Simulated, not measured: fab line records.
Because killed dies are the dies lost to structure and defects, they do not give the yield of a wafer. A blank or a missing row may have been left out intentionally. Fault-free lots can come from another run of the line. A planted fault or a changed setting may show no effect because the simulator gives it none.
What tool caused it? ; flow n5 finfet ; route of 1938 steps, sampled at 1 step: 6 lots, 17 wafers

== WHAT THE GAUGES READ, wafer by wafer ==
N5_BEOL_M11_INSPECT_30: inspects for defects (brightfield).
lot;measured;on;raw defect count
L814;day 11 16:55;defect inspect-01;338 660 551
L817;day 12 17:23;defect inspect-01;503 413 315
L818;day 14 00:21;defect inspect-01;646 375 383
L823;day 14 13:26;defect inspect-01;479 525
L832;day 16 14:31;defect inspect-01;412 456 417
L833;day 17 01:52;defect inspect-02;470 328 418

== WHICH TOOL RAN EACH LOT (tool, then ch and the chambers of the sampled wafers, then the start) ==
No process step before these readings appears in the record.

== THE ANSWER, worked out from the rows above alone ==
Rule: what is usual is taken from the lots themselves. The widest of any qualifying gaps counts: lots, ordered by their means at a reading, are off when they make up no more than a third of the lots, leave a main group of 4 or more, and stand apart from it by 3 or more times the standard deviation of that group's means. The tables above print the reading to a certain number of digits; a main group whose means all agree to those digits is not used. A lot without any number at a reading at which 4 lots or more have one is off too. All remaining lots with rows at the step are treated as sound.
No lot is off on any of the readings shown, so nothing can be concluded from this.

== WHAT HAD BEEN PUT IN BY THE SIMULATOR ==
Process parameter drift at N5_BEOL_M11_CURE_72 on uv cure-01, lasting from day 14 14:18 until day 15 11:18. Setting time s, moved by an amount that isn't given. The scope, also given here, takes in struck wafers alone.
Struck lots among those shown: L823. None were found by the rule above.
